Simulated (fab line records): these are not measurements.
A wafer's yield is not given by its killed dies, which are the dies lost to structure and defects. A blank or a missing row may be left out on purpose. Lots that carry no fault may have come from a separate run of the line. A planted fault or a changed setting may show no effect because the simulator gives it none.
Struck lot and sound lot, side by side || flow n5_finfet || 24 out of 1938 route steps
Sound: these wafers, L360.1, L360.2, L360.3. Wafers struck: L363.1, L363.2, L363.5. The cause is named last.
For every step that has rows: the tool of each side, followed by ch and its chambers, followed by its first start. Under that, the readings that differ: sound wafers || struck wafers || difference of the means || sigmas: that difference in standard deviations of wafers without a fault.
alike: a reading whose means differ by less than 2 such deviations, as well as words and numbers matching on both sides. not compared: withheld readings; readings where some wafer has no value; bounds like >300 that might hide an equal value; numbers whose values overlap and for which the record gives no deviation.
The two part at a step that has a row with sigmas, a row that says differs or no value, or rows on one side only. Numbers that don't overlap but have no deviation are shown without sigmas and don't part them. A reading that every wafer of one side lacks parts them only if that side has two wafers or more.

first, 11 steps without rows for these wafers: N5_BEOL_M6_ETCH_62 (etches SOC in N2/H2, target depth 110 nm, overetch 22 nm, time 165 s); N5_BEOL_M6_STRIP_68 (strips in N2/H2); N5_BEOL_M6_STRIP_67 (strips in CF4); N5_BEOL_M6_HM_OPEN_17 (chemistry Cl2/BCl3, target TiN, target depth 20 nm, overetch 6 nm); N5_BEOL_M6_STRIP_19 (strips in O2); N5_BEOL_M6_COAT_63 (time 60 s, resist thk 60 nm); N5_BEOL_M6_COAT_64 (time 60 s, resist thk 12 nm); N5_BEOL_M6_COAT_71 (time 60 s, resist thk 5 nm); N5_BEOL_M6_COAT_22 (resist thk 30 nm); N5_BEOL_M6_EBR_24; N5_BEOL_M6_SOFTBAKE_23 (time 60 s).
N5_BEOL_M6_EXPOSE_25: exposes mask V5, target cd 40 nm.
  sound on euv_scanner-01 ch 0, day 10 17:34; struck on euv_scanner-01 ch 0, day 11 20:32
{"reading": "exposure_dose_mJ_cm2", "sound": "44.89 44.89 44.97", "struck": "47.14 47.11 47.13", "difference": "+2.21", "sigmas": "+34"}
  alike: mask, focus_offset_nm
then, 2 steps without rows for these wafers: N5_BEOL_M6_PEB_26 (peb time 60 s); N5_BEOL_M6_DEVELOP_27 (develop time 30 s).
N5_BEOL_M6_CD_MEAS_28: target cd 40 nm.
  sound on cd_sem-03 ch 0, day 10 17:43; struck on cd_sem-03 ch 0, day 11 20:41
{"reading": "cd_nm (nm)", "sound": "39.92 40.31 40.09", "struck": "41.14 40.97 41.65", "difference": "+1.15", "sigmas": "+5"}
N5_BEOL_M6_DESCUM_33: chemistry O2, time 7 s.
  sound on rie_diel-06 ch 1,2,3, day 10 17:50; struck on rie_diel-06 ch 1,2,3, day 11 20:53
{"reading": "model.BEOL_M6.cd_nm (nm)", "sound": "39.8 40 39.8", "struck": "41.4 41.4 41.4", "difference": "+1.5", "sigmas": ""}
  alike: chamber_pressure_mTorr, drypump_motor_current_A, oes_product_au, rf_vpp_V, showerhead_plenum_p_Torr, throttle_valve_pct
  not compared: rf_hours_counter_h
then, 5 steps without rows for these wafers: N5_BEOL_M6_ETCH_72 (etches underlayer in N2/H2, target depth 6.5 nm, time 5.2 s); N5_BEOL_M6_ETCH_65 (etches SiARC in CF4, target depth 15.6 nm, time 26 s); N5_BEOL_M6_ETCH_66 (etches SOC in N2/H2, target depth 80 nm, overetch 16 nm, time 120 s); N5_BEOL_M6_STRIP_69 (strips in N2/H2); N5_BEOL_M6_STRIP_73 (strips in N2/H2).
N5_BEOL_M6_VIA_ETCH_34: etches SiCOH lowk in C4F6/O2, target depth 126.3 nm, time 50.9 s.
  sound on rie_diel-06 ch 1,2,3, day 10 18:01; struck on rie_diel-06 ch 1,2,3, day 11 21:04
{"reading": "model.BEOL_M6.cd_nm (nm)", "sound": "39.8 39.6 39.8", "struck": "41.4 41 41.2", "difference": "+1.5", "sigmas": ""}
  alike: chamber_pressure_mTorr, drypump_motor_current_A, oes_f_703_au, oes_product_au, rf_vpp_V, showerhead_plenum_p_Torr, throttle_valve_pct
  not compared: rf_hours_counter_h
then, 1 step without rows for these wafers: N5_BEOL_M6_STRIP_76 (strips in C4F6/O2).
-- here the record skips 4 days between the struck wafers' starts before and after, leaving off in module BEOL_M6 and picking up in module PASSIVATION (first step shown: number 1936 of the route) --
N5_PASSIVATION_PROBE_49:
  struck on prober-02, day 15 11:29; sound on prober-02, day 14 19:22
  alike: defect_limited_yield, killed_at_M0_to_M3, killed_at_M4_up, killed_at_contacts, killed_at_front_end, killed_at_other, killed_dies, killed_on_rim, killed_open, killed_short, sort_bin_5_function, sort_bin_6_memory, sort_n_pass, sort_yield_pct

WHERE THEY PART
At N5_BEOL_M6_EXPOSE_25 first; at N5_BEOL_M6_CD_MEAS_28 last (within this record only). Later steps at which nothing parts them and some readings are alike: N5_BEOL_M6_DESCUM_33, N5_BEOL_M6_VIA_ETCH_34, N5_PASSIVATION_PROBE_49.

WHY: the cause the simulator had injected
Process parameter drift: euv_scanner-01, from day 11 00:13 on, at N5_BEOL_M6_EXPOSE_25. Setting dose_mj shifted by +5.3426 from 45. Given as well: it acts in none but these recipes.
